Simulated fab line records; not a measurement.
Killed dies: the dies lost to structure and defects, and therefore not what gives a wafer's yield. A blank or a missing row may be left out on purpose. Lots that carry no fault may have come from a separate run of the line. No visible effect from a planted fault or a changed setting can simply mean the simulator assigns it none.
A single fault, viewed from 3 desks || flow n5_finfet || every desk sees just its own numbers, and what lay behind them comes last

== THE DEFECT DESK ==
Inspection counts along the route, by lot: the mean over sampled wafers that carry a number. If a lot's mean is further than 4 standard deviations from the usual mean, the lot is out of limits and carries the mark OUT (the distance appears in the brackets).
Columns: A = raw_defect_count at N5_BEOL_M5_INSPECT_58, usual 68; B = raw_defect_count at N5_BEOL_M6_INSPECT_13, usual 418; C = raw_defect_count at N5_BEOL_M6_INSPECT_30, usual 424
{"lot": "L410", "first seen here": "day 8 12:16", "A": 44, "B": 338, "C": 321}
{"lot": "L412", "first seen here": "day 8 17:50", "A": 87, "B": 516, "C": 545}
{"lot": "L417", "first seen here": "day 10 01:47", "A": "369 (+13) OUT", "B": "856 (+4.5) OUT", "C": 800}
{"lot": "L419", "first seen here": "day 10 13:16", "A": 94, "B": 520, "C": 539}
{"lot": "L421", "first seen here": "day 11 07:07", "A": "375 (+13) OUT", "B": 752, "C": 749}
{"lot": "L425", "first seen here": "day 11 21:46", "A": 81, "B": 433, "C": 457}
{"lot": "L427", "first seen here": "day 13 06:07", "A": 40, "B": 322, "C": 315}
{"lot": "L429", "first seen here": "day 14 01:32", "A": 51, "B": 405, "C": 442}
{"lot": "L430", "first seen here": "day 14 01:34", "A": 58, "B": 370, "C": 407}
{"lot": "L433", "first seen here": "day 14 11:14", "A": 64, "B": 468, "C": 487}
This desk's verdict: out of limits on L417, L421, starting with L417 at day 10 01:47 (raw_defect_count at N5_BEOL_M5_INSPECT_58). L410, L412, L419, L425, L427, L429, L430, L433: within limits.

== FROM THE METROLOGY DESK ==
What the gauges read for every lot (on any tool): the sampled wafers with a number, averaged. If a lot's mean is further than 4 standard deviations from the usual mean, the lot is out of limits and carries the mark OUT (the distance appears in the brackets).
Columns: A = M6_ILD_THK at N5_BEOL_M6_THK_MEAS_01, usual 155.6 nm
{"lot": "L410", "first seen here": "day 8 12:53", "A": 154.3}
{"lot": "L412", "first seen here": "day 8 18:27", "A": 157.3}
{"lot": "L417", "first seen here": "day 10 02:25", "A": 156.1}
{"lot": "L419", "first seen here": "day 10 13:54", "A": 156.1}
{"lot": "L421", "first seen here": "day 11 07:43", "A": 156.3}
{"lot": "L425", "first seen here": "day 11 22:23", "A": 155.3}
{"lot": "L427", "first seen here": "day 13 06:44", "A": 155.3}
{"lot": "L429", "first seen here": "day 14 02:08", "A": 154.0}
{"lot": "L430", "first seen here": "day 14 02:10", "A": 154.3}
{"lot": "L433", "first seen here": "day 14 11:51", "A": 153.1}
Result from this desk: across the 10 lots, nothing is out of limits.

== DESK OF THE TOOL OWNER: cmp-03 ==
The tool's own readings at N5_BEOL_M5_CMP_52 (polishes, stops on SiCOH lowk, t overpolish 6.9 s, target thk 62 nm): means of the sampled wafers that have a number, for each lot that ran on this tool. If a lot's mean is further than 4 standard deviations from the usual mean, the lot is out of limits and carries the mark OUT (the distance appears in the brackets).
Columns: A = barrier_field_endpoint_s at N5_BEOL_M5_CMP_52, usual 25.0 s; B = motor_current_A at N5_BEOL_M5_CMP_52, usual 6.2 A; C = overpolish_run_s at N5_BEOL_M5_CMP_52, usual 6.899 s; D = slurry_flow_ml_min at N5_BEOL_M5_CMP_52, usual 149.9; E = time_to_endpoint_s at N5_BEOL_M5_CMP_52, usual 63 s
{"lot": "L410", "first seen here": "day 8 11:37", "A": 24.9, "B": 5.8, "C": 6.896, "D": 150.3, "E": 61}
{"lot": "L412", "first seen here": "day 8 17:15", "A": 25.3, "B": 6.2, "C": 6.888, "D": 150.1, "E": 60}
{"lot": "L417", "first seen here": "day 10 01:12", "A": 24.5, "B": 6.3, "C": 6.903, "D": 150.4, "E": 60}
{"lot": "L421", "first seen here": "day 11 06:32", "A": 25.1, "B": 6.5, "C": 6.899, "D": 150.1, "E": 63}
{"lot": "L433", "first seen here": "day 14 10:40", "A": 25.6, "B": 6.2, "C": 6.892, "D": 150.2, "E": 67}
Result from this desk: across the 5 lots, nothing is out of limits.

== ALL TOGETHER ==
The defect desk could have raised an alarm at day 10 01:47, on L417, L421.
Metrology desk: nothing out of limits seen.
The desk of the tool owner found nothing out of limits.
The metrology desk holds a record of L417, L421, inside its limits.
Tool owner's desk: L417, L421 on record, inside its limits.
Every lot named ran N5_BEOL_M5_CMP_52 on cmp-03.

== WHAT THE SIMULATOR HAD PUT IN ==
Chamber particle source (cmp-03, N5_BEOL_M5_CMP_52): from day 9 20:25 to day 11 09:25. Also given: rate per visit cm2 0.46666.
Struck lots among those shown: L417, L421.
Hours from the fault's start to each desk's first reading out of limits: the defect desk, 5.
